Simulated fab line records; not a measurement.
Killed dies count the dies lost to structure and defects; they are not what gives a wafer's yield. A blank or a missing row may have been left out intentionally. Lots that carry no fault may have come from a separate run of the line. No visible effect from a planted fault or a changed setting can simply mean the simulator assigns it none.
Matching of chambers    flow n5 finfet    N5_GATE_CUT_CMP_23 on cmp-04 has 4 sister chambers
The step polishes, stops on SiO2, t overpolish 23.4 s, target thk 16 nm. 22 wafers are shown with their chamber, then 11 later ones without.

## WAFERS WITH THEIR CHAMBER
wafer   chamber  motor current A (A)  time to endpoint s (s)  overpolish run s (s)
L075.1  1        7.6                  21.8                    23.428
L075.4  3        10.6                 20.5                    23.400
L075.5  1        7.8                  22.8                    23.383
L078.1  3        10.5                 22.0                    23.406
L078.3  2        9.2                  22.7                    23.397
L078.5  3        10.7                 22.5                    23.410
L079.3  3        10.9                 19.5                    23.406
L079.4  2        9.5                  19.6                    23.403
L079.6  3        10.3                 19.3                    23.402
L080.2  1        7.3                  16.6                    23.390
L080.4  0        8.4                  20.0                    23.404
L080.6  3        10.6                 18.1                    23.395
L083.1  3        10.6                 18.4                    23.382
L083.2  2        9.7                  19.1                    23.405
L083.6  3        10.5                 20.5                    23.410
L084.2  2        9.2                  22.0                    23.403
L084.4  3        10.7                 20.3                    23.387
L084.5  2        9.0                  19.7                    23.400
L088.3  0        9.0                  15.8                    23.386
L088.5  0        8.4                  19.6                    23.418
L088.6  1        7.6                  16.3                    23.398
L089.1  0        8.7                  15.6                    23.394

SIGNATURES (averages over the wafers above)
reading             chamber 0  chamber 1  chamber 2  chamber 3  scatter within a chamber
motor current A     8.625      7.575      9.320      10.600     0.224
time to endpoint s  17.750     19.375     20.620     20.122     2.1
overpolish run s    23.40050   23.39975   23.40160   23.39978   0.012
Rule: distance of a wafer from a chamber = root of the sum over the readings of ((wafer's reading minus chamber's mean) / reading's scatter) squared. The wafer belongs to the nearest chamber; if the next one is less than 2 further off, it can't be placed. The scatter: take each reading less its chamber's mean, square it, sum over the shown wafers, divide by the number of wafers less the number of chambers, and take the root.

## WAFERS WHOSE CHAMBER IS MISSING
wafer   motor current A (A)  time to endpoint s (s)  overpolish run s (s)
L089.3  10.6                 16.7                    23.410
L089.4  8.8                  17.5                    23.409
L090.1  11.0                 16.9                    23.415
L090.2  8.5                  18.4                    23.406
L090.6  8.6                  19.8                    23.392
L092.1  10.7                 21.1                    23.381
L092.3  7.7                  19.9                    23.392
L092.6  7.8                  16.5                    23.408
L094.2  10.3                 17.8                    23.400
L094.3  9.2                  18.2                    23.373
L094.6  8.5                  16.8                    23.409

## WHICH CHAMBER EACH ONE RAN IN
wafer   from the rows above      in truth
L089.3  3                        3
L089.4  can't be placed: 0 or 2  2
L090.1  3                        3
L090.2  0                        0
L090.6  0                        0
L092.1  3                        3
L092.3  1                        1
L092.6  can't be placed: 1 or 0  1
L094.2  3                        3
L094.3  can't be placed: 2 or 0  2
L094.6  0                        0
Correct placement for 8 of the 11. Cannot be placed on the basis of these rows: 3; the candidates contain the true chamber in 3. Placed wrongly: 0.
